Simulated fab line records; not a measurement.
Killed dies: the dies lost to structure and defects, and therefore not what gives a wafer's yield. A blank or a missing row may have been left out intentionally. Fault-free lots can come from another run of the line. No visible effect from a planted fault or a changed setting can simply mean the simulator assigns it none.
Matching of chambers + flow n5-finfet + pecvd-03 running N5_BEOL_M5_DEP_56: 3 sister chambers
The step deposits SiCN from 3MS/NH3, target thk 8 nm, time 14 s. 3 wafers are shown with their chamber, then 10 later ones without.

WAFERS PAIRED WITH THEIR CHAMBERS
| wafer  | chamber | showerhead-plenum-p-Torr (Torr) |
|--------|---------|---------------------------------|
| L094.3 | 2       | 3.655                           |
| L094.4 | 1       | 3.672                           |
| L094.5 | 0       | 3.686                           |

WAFERS WHOSE CHAMBER IS MISSING
| wafer  | showerhead-plenum-p-Torr (Torr) |
|--------|---------------------------------|
| L094.6 | 3.656                           |
| L097.1 | 3.655                           |
| L097.2 | 3.689                           |
| L097.3 | 3.670                           |
| L097.4 | 3.655                           |
| L097.5 | 3.681                           |
| L097.6 | 3.662                           |
| L096.1 | 3.691                           |
| L096.3 | 3.647                           |
| L096.5 | 3.685                           |

WHICH CHAMBER EACH ONE RAN IN
| wafer  | from the rows above     | in truth |
|--------|-------------------------|----------|
| L094.6 | 2                       | 2        |
| L097.1 | 2                       | 2        |
| L097.2 | 0                       | 0        |
| L097.3 | 1                       | 1        |
| L097.4 | 2                       | 2        |
| L097.5 | can't be placed: 0 or 1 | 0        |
| L097.6 | can't be placed: 2 or 1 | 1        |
| L096.1 | 0                       | 0        |
| L096.3 | 2                       | 2        |
| L096.5 | 0                       | 0        |
8 of 10 placed correctly. Unplaceable from these rows: 2, with the true chamber sitting among the candidates in 2. Number placed wrongly: 0.
How it was worked out, from the rows above alone: a wafer's distance from a chamber is the root of the sum, over the readings, of the square of ((its reading less the chamber's mean) divided by the reading's scatter). The wafer belongs to the nearest chamber; if the next one is less than 2 further off, it can't be placed. Each chamber's mean is taken over the wafers shown for it. The scatter: root of mean squared gap, hidden wafer to nearest shown wafer, with one shown wafer a chamber.
